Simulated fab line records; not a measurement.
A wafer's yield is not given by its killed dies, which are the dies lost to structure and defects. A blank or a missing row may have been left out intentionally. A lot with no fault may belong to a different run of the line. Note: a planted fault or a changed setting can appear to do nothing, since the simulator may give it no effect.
Which of the tools did it? -- flow n5Finfet -- 24 lots with 72 wafers sampled at 6 steps, on a route of 1938 steps

WHAT EACH GAUGE READ, for each wafer
Not one reading of a measure or inspect step in the record can be checked against a usual standard deviation.

TOOL THAT RAN EACH LOT (tool first, then ch and the chambers of the sampled wafers, then the start)
lot,N5_BEOL_M1_STRIP_19,N5_BEOL_M1_ETCH_70,N5_BEOL_M1_STRIP_97,N5_BEOL_M1_DEGAS_44,N5_BEOL_M1_SURFACE_TREAT_85,N5_BEOL_M1_ANNEAL_93
L074,"rieDiel-03 ch 1,2,3, day 6 01:59","rieDiel-03 ch 0,2, day 6 13:39","rieDiel-03 ch 0,2, day 6 19:37 or earlier","pvdSputter-03, day 6 19:37","pvdSputter-03, day 6 20:23","pvdSputter-01, day 6 22:01"
L075,"rieDiel-03 ch 0,2,3, day 6 05:40","rieDiel-03 ch 1,2,3, day 6 22:15","rieDiel-03 ch 1,2,3, day 6 22:49 or earlier","pvdSputter-03, day 6 22:49","pvdSputter-03, day 6 23:09","pvdSputter-02, day 7 00:46"
L076,"rieDiel-01 ch 2,3, day 6 08:44","rieDiel-02 ch 0,3, day 6 22:22","rieDiel-02 ch 0,3, day 6 22:56 or earlier","pvdSputter-01, day 6 22:56","pvdSputter-03, day 6 23:16","pvdSputter-01, day 7 02:32"
L078,"rieDiel-02 ch 0,2, day 7 00:10","rieDiel-03 ch 1,2,3, day 7 06:08","rieDiel-03 ch 1,2,3, day 7 06:56 or earlier","pvdSputter-01, day 7 06:56","pvdSputter-01, day 7 07:16","pvdSputter-03, day 7 08:57"
L077,"rieDiel-01 ch 0,3, day 7 00:22","rieDiel-02 ch 1,2,3, day 7 02:49","rieDiel-02 ch 1,2,3, day 7 03:49 or earlier","pvdSputter-02, day 7 03:49","pvdSputter-02, day 7 04:15","pvdSputter-01, day 7 06:13"
L079,"rieDiel-03 ch 0,2,3, day 7 13:28","rieDiel-03 ch 0,1,3, day 7 17:21","rieDiel-03 ch 0,1,3, day 7 17:59 or earlier","pvdSputter-03, day 7 17:59","pvdSputter-03, day 7 18:28","pvdSputter-02, day 7 20:05"
L080,"rieDiel-01 ch 0,2, day 8 03:07","rieDiel-01 ch 0,1,3, day 8 05:05","rieDiel-01 ch 0,1,3, day 8 05:44 or earlier","pvdSputter-01, day 8 05:44","pvdSputter-02, day 8 06:08","pvdSputter-01, day 8 07:47"
L081,"rieDiel-01 ch 2,3, day 8 04:10","rieDiel-03 ch 1,3, day 8 13:37","rieDiel-03 ch 1,3, day 8 14:10 or earlier","pvdSputter-03, day 8 14:10","pvdSputter-01, day 8 14:36","pvdSputter-01, day 8 16:13"
L082,"rieDiel-01 ch 0,1, day 8 10:27","rieDiel-02 ch 0,1, day 8 16:55","rieDiel-02 ch 0,1, day 8 17:48 or earlier","pvdSputter-02, day 8 17:48","pvdSputter-03, day 8 18:10","pvdSputter-03, day 8 20:14"
L083,"rieDiel-01 ch 0,1,2, day 8 18:21","rieDiel-01 ch 0,1,3, day 8 21:11","rieDiel-01 ch 0,1,3, day 8 22:07 or earlier","pvdSputter-03, day 8 22:07","pvdSputter-03, day 8 22:32","pvdSputter-02, day 9 00:10"
L085,"rieDiel-02 ch 1,2,3, day 8 18:29","rieDiel-02 ch 0,1,3, day 8 21:28","rieDiel-02 ch 0,1,3, day 8 22:13 or earlier","pvdSputter-01, day 8 22:13","pvdSputter-02, day 8 22:36","pvdSputter-01, day 9 00:13"
L084,"rieDiel-01 ch 0,2,3, day 8 22:22","rieDiel-01 ch 1,2,3, day 9 02:08","rieDiel-01 ch 1,2,3, day 9 03:19 or earlier","pvdSputter-02, day 9 03:19","pvdSputter-03, day 9 04:54","pvdSputter-03, day 9 06:53"
L086,"rieDiel-03 ch 0,1,2, day 9 01:57","rieDiel-02 ch 0,3, day 9 07:57","rieDiel-02 ch 0,3, day 9 08:59 or earlier","pvdSputter-01, day 9 08:59","pvdSputter-01, day 9 09:20","pvdSputter-03, day 9 11:14"
L088,"rieDiel-02 ch 0,1, day 9 14:58","rieDiel-02 ch 1,2,3, day 9 18:25","rieDiel-02 ch 1,2,3, day 9 19:34 or earlier","pvdSputter-01, day 9 19:34","pvdSputter-03, day 9 20:05","pvdSputter-03, day 9 21:43"
L087,"rieDiel-03 ch 1,2, day 9 20:28","rieDiel-01 ch 0,1,2, day 10 04:34","rieDiel-01 ch 0,1,2, day 10 05:10 or earlier","pvdSputter-03, day 10 05:10","pvdSputter-03, day 10 05:30","pvdSputter-02, day 10 08:43"
L089,"rieDiel-01 ch 2,3, day 10 05:47","rieDiel-03 ch 0,1,2, day 10 08:42","rieDiel-03 ch 0,1,2, day 10 09:25 or earlier","pvdSputter-02, day 10 09:25","pvdSputter-03, day 10 09:53","pvdSputter-01, day 10 11:38"
L090,"rieDiel-01 ch 0,2,3, day 10 11:31","rieDiel-03 ch 0,2,3, day 10 16:56","rieDiel-03 ch 0,2,3, day 10 17:57 or earlier","pvdSputter-01, day 10 17:57","pvdSputter-01, day 10 18:32","pvdSputter-03, day 10 21:30"
L091,"rieDiel-01 ch 0,1,2, day 10 18:19","rieDiel-01 ch 0,1, day 10 22:17","rieDiel-01 ch 0,1, day 10 22:50 or earlier","pvdSputter-01, day 10 22:50","pvdSputter-03, day 10 23:11","pvdSputter-03, day 11 00:53"
L092,"rieDiel-02 ch 0,1,2, day 11 05:07","rieDiel-01 ch 0,3, day 11 08:47","rieDiel-01 ch 0,3, day 11 09:29 or earlier","pvdSputter-01, day 11 09:29","pvdSputter-02, day 11 09:49","pvdSputter-03, day 11 11:31"
L094,"rieDiel-01 ch 0,1, day 11 05:28","rieDiel-02 ch 0,3, day 11 15:13","rieDiel-02 ch 0,3, day 11 16:40 or earlier","pvdSputter-02, day 11 16:40","pvdSputter-02, day 11 17:11","pvdSputter-02, day 11 18:56"
L093,"rieDiel-01 ch 0,2,3, day 11 10:07","rieDiel-02 ch 0,1, day 11 17:31","rieDiel-02 ch 0,1, day 11 18:34 or earlier","pvdSputter-03, day 11 18:34","pvdSputter-03, day 11 19:06","pvdSputter-02, day 11 20:47"
L096,"rieDiel-01 ch 0,3, day 11 13:43","rieDiel-02 ch 0,1, day 11 19:02","rieDiel-02 ch 0,1, day 11 20:04 or earlier","pvdSputter-03, day 11 20:04","pvdSputter-01, day 11 20:35","pvdSputter-01, day 11 22:16"
L095,"rieDiel-01 ch 0,1,2, day 11 14:30","rieDiel-03 ch 0,2, day 11 19:13","rieDiel-03 ch 0,2, day 11 20:40 or earlier","pvdSputter-03, day 11 20:40","pvdSputter-02, day 11 21:13","pvdSputter-02, day 11 23:20"
L097,"rieDiel-03 ch 0,2,3, day 12 00:03","rieDiel-01 ch 0,3, day 12 04:39","rieDiel-01 ch 0,3, day 12 05:30 or earlier","pvdSputter-01, day 12 05:30","pvdSputter-03, day 12 05:52","pvdSputter-03, day 12 07:32"
- N5_BEOL_M1_STRIP_19: strips in O2.
- N5_BEOL_M1_ETCH_70: etches SOC in N2/H2, target depth 80 nm, overetch 16 nm, time 120 s.
- N5_BEOL_M1_STRIP_97: strips in N2/H2, time 10 s.
- N5_BEOL_M1_DEGAS_44: time 60 s.
- N5_BEOL_M1_SURFACE_TREAT_85
- N5_BEOL_M1_ANNEAL_93: time 240 s.

AS READ BY THE TOOLS THEMSELVES (means over the sampled wafers that have a number; for cases with no such wafer, the mark the record gives instead)
N5_BEOL_M1_STRIP_19. Usual: drypumpMotorCurrentA 5.8 A, standard deviation 0.44; oesProductAu 0.75 a.u., standard deviation 0.063; rfVppV 3.7 V, standard deviation 0.46; showerheadPlenumPTorr 2.08 Torr, standard deviation 0.076; throttleValvePct 16.81 %, standard deviation 0.28.
lot,tool,drypumpMotorCurrentA (A),oesProductAu (a.u.),rfVppV (V),showerheadPlenumPTorr (Torr),throttleValvePct (%),flag
L074,rieDiel-03,5.4,0.72,3.4,2.05,17.04,
L075,rieDiel-03,5.5,0.74,3.2,2.09,17.02,
L076,rieDiel-01,6.1,0.75,3.9,2.08,16.97,
L078,rieDiel-02,5.7,0.69,3.8,2.14,16.73,
L077,rieDiel-01,6.3,0.74,4.0,2.07,16.80,
L079,rieDiel-03,5.5,0.73,3.4,2.09,17.05,
L080,rieDiel-01,6.3,0.74,3.5,2.13,16.55,
L081,rieDiel-01,6.1,0.74,3.9,2.07,17.00,
L082,rieDiel-01,6.0,0.73,3.6,2.06,16.63,
L083,rieDiel-01,5.9,0.74,3.8,2.09,16.60,
L085,rieDiel-02,5.6,0.77,3.8,2.08,16.77,
L084,rieDiel-01,6.2,0.73,3.4,2.10,16.78,
L086,rieDiel-03,5.4,0.81,3.4,2.10,16.98,
L088,rieDiel-02,5.6,0.81,3.8,2.06,16.77,
L087,rieDiel-03,5.6,0.88,3.8,2.06,16.89,
L089,rieDiel-01,6.1,0.73,3.4,2.12,16.76,
L090,rieDiel-01,6.2,0.72,3.4,2.09,16.81,
L091,rieDiel-01,5.9,0.73,3.6,2.08,16.62,
L092,rieDiel-02,5.7,0.80,4.3,2.08,16.69,
L094,rieDiel-01,5.7,0.74,3.2,2.01,16.70,
L093,rieDiel-01,6.2,0.71,3.9,2.09,16.83,
L096,rieDiel-01,6.3,0.71,3.9,2.06,16.86,
L095,rieDiel-01,5.9,0.73,3.6,2.08,16.63,
L097,rieDiel-03,5.5,0.79,3.5,2.07,16.95,

N5_BEOL_M1_ETCH_70. Usual: drypumpMotorCurrentA 5.6 A, standard deviation 0.39; oesProductAu 0.59 a.u., standard deviation 0.055; rfFwdPowerW 836.0 W, standard deviation 2.5; rfVppV 523.3 V, standard deviation 2.3; showerheadPlenumPTorr 2.52 Torr, standard deviation 0.083; throttleValvePct 17.9 %, standard deviation 0.32.
lot,tool,drypumpMotorCurrentA (A),oesProductAu (a.u.),rfFwdPowerW (W),rfVppV (V),showerheadPlenumPTorr (Torr),throttleValvePct (%),flag
L074,rieDiel-03,5.7,0.55,833.4,524.6,2.55,18.3,
L075,rieDiel-03,5.4,0.55,836.8,522.3,2.49,18.2,
L076,rieDiel-02,5.5,0.60,836.5,525.7,2.58,17.6,
L078,rieDiel-03,5.4,0.56,835.8,521.3,2.48,18.2,
L077,rieDiel-02,5.6,0.60,834.7,523.1,2.51,17.8,
L079,rieDiel-03,5.2,0.56,836.9,523.2,2.54,18.2,
L080,rieDiel-01,5.9,0.57,838.0,521.4,2.46,18.0,
L081,rieDiel-03,5.1,0.54,835.7,522.7,2.49,18.2,
L082,rieDiel-02,5.6,0.63,834.8,523.7,2.49,17.8,
L083,rieDiel-01,5.9,0.57,836.1,521.7,2.45,18.0,
L085,rieDiel-02,5.5,0.65,834.9,523.5,2.53,17.7,
L084,rieDiel-01,5.8,0.57,836.0,522.2,2.50,18.0,
L086,rieDiel-02,5.5,0.68,837.9,526.0,2.59,17.5,
L088,rieDiel-02,5.6,0.59,836.8,522.3,2.51,17.8,
L087,rieDiel-01,5.9,0.57,837.4,523.1,2.53,17.8,
L089,rieDiel-03,5.5,0.60,836.4,524.1,2.55,18.2,
L090,rieDiel-03,5.5,0.62,833.8,523.5,2.52,18.0,
L091,rieDiel-01,5.7,0.57,837.0,520.6,2.46,17.9,
L092,rieDiel-01,6.2,0.55,834.5,521.1,2.44,18.1,
L094,rieDiel-02,5.4,0.64,836.1,524.9,2.57,17.5,
L093,rieDiel-02,5.6,0.65,836.2,522.8,2.55,17.7,
L096,rieDiel-02,5.6,0.66,835.7,523.7,2.55,17.7,
L095,rieDiel-03,5.6,0.61,836.8,525.6,2.59,18.2,
L097,rieDiel-01,6.3,0.55,835.6,522.1,2.47,17.9,

N5_BEOL_M1_STRIP_97. Usual: drypumpMotorCurrentA 5.6 A, standard deviation 0.38; oesProductAu 0.76 a.u., standard deviation 0.075; rfVppV 59.0 V, standard deviation 0.91; showerheadPlenumPTorr 2.52 Torr, standard deviation 0.084; throttleValvePct 23.7 %, standard deviation 0.4.
lot,tool,drypumpMotorCurrentA (A),oesProductAu (a.u.),rfVppV (V),showerheadPlenumPTorr (Torr),throttleValvePct (%),flag
L074,rieDiel-03,5.7,0.71,60.1,2.54,24.2,
L075,rieDiel-03,5.4,0.71,58.4,2.48,24.1,
L076,rieDiel-02,5.4,0.77,58.8,2.57,23.3,
L078,rieDiel-03,5.4,0.71,59.3,2.48,24.1,
L077,rieDiel-02,5.6,0.80,59.9,2.51,23.5,
L079,rieDiel-03,5.2,0.72,58.9,2.54,24.0,
L080,rieDiel-01,5.9,0.74,59.1,2.45,23.9,
L081,rieDiel-03,5.1,0.70,58.7,2.49,24.1,
L082,rieDiel-02,5.6,0.82,59.2,2.49,23.7,
L083,rieDiel-01,5.9,0.74,58.6,2.45,23.9,
L085,rieDiel-02,5.5,0.83,59.3,2.53,23.5,
L084,rieDiel-01,5.9,0.74,57.6,2.49,23.9,
L086,rieDiel-02,5.5,0.89,59.3,2.59,23.3,
L088,rieDiel-02,5.6,0.76,59.6,2.50,23.5,
L087,rieDiel-01,5.9,0.73,57.9,2.53,23.5,
L089,rieDiel-03,5.4,0.78,58.4,2.55,24.1,
L090,rieDiel-03,5.5,0.81,59.2,2.51,23.9,
L091,rieDiel-01,5.7,0.72,58.4,2.45,23.8,
L092,rieDiel-01,6.2,0.70,58.4,2.43,24.0,
L094,rieDiel-02,5.4,0.84,58.5,2.56,23.3,
L093,rieDiel-02,5.6,0.85,59.7,2.55,23.6,
L096,rieDiel-02,5.6,0.86,59.6,2.55,23.5,
L095,rieDiel-03,5.6,0.78,59.7,2.58,24.0,
L097,rieDiel-01,6.3,0.70,59.6,2.46,23.6,

N5_BEOL_M1_DEGAS_44. Usual: heaterPowerW reads 365 W (standard deviation 28).
lot,tool,heaterPowerW (W),flag
L074,pvdSputter-03,387,
L075,pvdSputter-03,369,
L076,pvdSputter-01,412,
L078,pvdSputter-01,409,
L077,pvdSputter-02,334,
L079,pvdSputter-03,368,
L080,pvdSputter-01,378,
L081,pvdSputter-03,343,
L082,pvdSputter-02,344,
L083,pvdSputter-03,366,
L085,pvdSputter-01,372,
L084,pvdSputter-02,338,
L086,pvdSputter-01,381,
L088,pvdSputter-01,383,
L087,pvdSputter-03,370,
L089,pvdSputter-02,340,
L090,pvdSputter-01,376,
L091,pvdSputter-01,395,
L092,pvdSputter-01,387,
L094,pvdSputter-02,338,
L093,pvdSputter-03,350,
L096,pvdSputter-03,363,
L095,pvdSputter-03,351,
L097,pvdSputter-01,377,

N5_BEOL_M1_SURFACE_TREAT_85. Usual: arFlowSccm reads 29.99 sccm (standard deviation 0.089).
lot,tool,arFlowSccm (sccm),flag
L074,pvdSputter-03,29.97,
L075,pvdSputter-03,29.96,
L076,pvdSputter-03,29.94,
L078,pvdSputter-01,30.05,
L077,pvdSputter-02,30.03,
L079,pvdSputter-03,30.00,
L080,pvdSputter-02,29.90,
L081,pvdSputter-01,29.95,
L082,pvdSputter-03,29.95,
L083,pvdSputter-03,29.99,
L085,pvdSputter-02,30.09,
L084,pvdSputter-03,29.97,
L086,pvdSputter-01,29.99,
L088,pvdSputter-03,29.97,
L087,pvdSputter-03,29.94,
L089,pvdSputter-03,29.99,
L090,pvdSputter-01,30.02,
L091,pvdSputter-03,30.06,
L092,pvdSputter-02,29.97,
L094,pvdSputter-02,30.08,
L093,pvdSputter-03,29.95,
L096,pvdSputter-01,29.99,
L095,pvdSputter-02,30.05,
L097,pvdSputter-03,30.02,

N5_BEOL_M1_ANNEAL_93. Usual: heaterPowerW reads 903 W (standard deviation 66).
lot,tool,heaterPowerW (W),flag
L074,pvdSputter-01,944,
L075,pvdSputter-02,857,
L076,pvdSputter-01,931,
L078,pvdSputter-03,907,
L077,pvdSputter-01,973,
L079,pvdSputter-02,853,
L080,pvdSputter-01,984,
L081,pvdSputter-01,1004,
L082,pvdSputter-03,862,
L083,pvdSputter-02,861,
L085,pvdSputter-01,954,
L084,pvdSputter-03,860,
L086,pvdSputter-03,907,
L088,pvdSputter-03,938,
L087,pvdSputter-02,871,
L089,pvdSputter-01,920,
L090,pvdSputter-03,889,
L091,pvdSputter-03,899,
L092,pvdSputter-03,938,
L094,pvdSputter-02,849,
L093,pvdSputter-02,855,
L096,pvdSputter-01,954,
L095,pvdSputter-02,851,
L097,pvdSputter-03,925,

THE ANSWER, worked out from the rows above alone
Rule: a lot counts as off when the mean over its wafers that have a number is more than 3 standard deviations away from the usual mean. Also off: a lot with no number at a reading for which 4 or more lots have one. Where the step has rows for the other lots, those lots are counted as sound. After the gauges, taken in route order, come the tools' own readings; for these a lot's mean is taken, as printed above. At the first step where some lot is off, the reading lying furthest off is the one used; lots without a number count as furthest.
No lot is off on any of the readings shown, so nothing can be concluded from this.

WHAT HAD BEEN PUT IN BY THE SIMULATOR
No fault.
